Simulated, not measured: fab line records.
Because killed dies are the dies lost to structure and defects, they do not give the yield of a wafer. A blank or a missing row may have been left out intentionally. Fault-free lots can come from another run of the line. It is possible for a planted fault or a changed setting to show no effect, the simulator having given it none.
Chamber matching ; flow n5Finfet ; 4 sister chambers for N5_SD_EPI_P_SD_RECESS_17 on rieSi-04
The step chemistry HBr/Cl2/O2, target depth 39.1 nm, bt time 3 s. 14 wafers are shown with their chamber, then 6 later ones without.

WAFERS, EACH WITH ITS CHAMBER
wafer;chamber;throttleValvePct (%);drypumpMotorCurrentA (A);oesProductAu (a.u.)
L548.3;1;37.06;6.0;1.033
L548.4;0;36.89;5.9;0.987
L548.5;0;36.87;6.0;0.996
L551.2;0;36.87;6.0;0.992
L551.3;2;36.87;5.7;1.004
L552.2;2;36.87;5.7;1.006
L552.4;1;37.06;6.1;1.033
L552.6;3;37.45;5.0;1.009
L557.2;3;37.45;4.9;1.002
L557.3;1;37.08;6.1;1.033
L557.6;0;36.87;6.0;0.990
L558.1;3;37.44;4.9;1.016
L558.5;1;37.08;6.0;1.037
L558.6;0;36.87;5.9;0.993

SIGNATURES, as means of the wafers listed above
reading;chamber 0;chamber 1;chamber 2;chamber 3;scatter within a chamber
throttleValvePct;36.8740;37.0700;36.8700;37.4467;0.00887
drypumpMotorCurrentA;5.960;6.050;5.700;4.933;0.0535
oesProductAu;0.99160;1.03400;1.00500;1.00900;0.00396
Rule: for each reading, subtract the chamber's mean from the wafer's reading, divide by that reading's scatter and square the result; add these up over the readings and take the root, which gives the wafer's distance from the chamber. If the next closest chamber is less than 2 further off than the closest, the wafer can't be placed; otherwise it belongs to the closest. How the scatter is found: for the shown wafers, subtract from each reading the mean of its chamber, square and add these, divide the total by (wafers less chambers), then take the root.

WAFERS WITH NO CHAMBER GIVEN
wafer;throttleValvePct (%);drypumpMotorCurrentA (A);oesProductAu (a.u.)
L560.2;37.45;5.0;1.014
L560.3;36.87;6.0;0.993
L560.5;37.45;5.0;1.014
L570.1;37.08;6.1;1.031
L570.3;36.88;5.7;1.000
L570.4;36.86;6.0;1.000

CHAMBER TAKEN BY EACH
wafer;from the rows above;in truth
L560.2;3;3
L560.3;0;0
L560.5;3;3
L570.1;1;1
L570.3;2;2
L570.4;0;0
Correct placement for 6 of the 6. Left unplaced by these rows: 0. Placed wrongly: 0.
